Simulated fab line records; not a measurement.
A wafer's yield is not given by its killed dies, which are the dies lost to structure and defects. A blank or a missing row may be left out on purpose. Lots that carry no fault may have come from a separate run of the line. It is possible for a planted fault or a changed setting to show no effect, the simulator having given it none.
Matching of chambers | flow nand harc | NHARC_P_GATE_DEP_103 on pecvd-04 has 3 sister chambers
The step deposits SiON, target thk 30 nm. 16 wafers are shown with their chamber, then 8 later ones without.

== WAFERS WITH THEIR CHAMBER ==
wafer  | chamber | heater power w (W)
L405.4 | 2       | 853
L405.5 | 0       | 746
L405.6 | 1       | 755
L406.1 | 1       | 695
L406.3 | 2       | 986
L406.6 | 0       | 719
L408.2 | 0       | 752
L408.4 | 1       | 722
L408.6 | 2       | 889
L411.1 | 0       | 810
L411.4 | 2       | 969
L411.6 | 0       | 805
L413.3 | 1       | 795
L413.4 | 1       | 763
L413.5 | 2       | 907
L415.1 | 0       | 704

SIGNATURES, as means of the wafers listed above
reading        | chamber 0 | chamber 1 | chamber 2 | scatter within a chamber
heater power w | 756.00    | 746.00    | 920.80    | 46.3
Rule: a wafer's distance from a chamber is the root of the sum, over the readings, of the square of ((its reading less the chamber's mean) divided by the reading's scatter). The wafer belongs to the nearest chamber; if the next one is less than 2 further off, it can't be placed. How the scatter is found: for the shown wafers, subtract from each reading the mean of its chamber, square and add these, divide the total by (wafers less chambers), then take the root.

== WAFERS MISSING THEIR CHAMBER ==
wafer  | heater power w (W)
L415.5 | 717
L415.6 | 690
L416.1 | 812
L416.2 | 726
L416.4 | 1007
L420.1 | 707
L420.4 | 838
L420.6 | 715

== WHICH CHAMBER EACH WENT THROUGH ==
wafer  | from the rows above          | in truth
L415.5 | can't be placed: 1 or 0      | 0
L415.6 | can't be placed: 1 or 0      | 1
L416.1 | can't be placed: 0 or 1 or 2 | 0
L416.2 | can't be placed: 1 or 0      | 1
L416.4 | 2                            | 2
L420.1 | can't be placed: 1 or 0      | 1
L420.4 | can't be placed: 0 or 2 or 1 | 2
L420.6 | can't be placed: 1 or 0      | 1
1 of 8 placed correctly. These rows do not allow placing 7 (true chamber among the candidates in 7). Wrongly placed: 0.
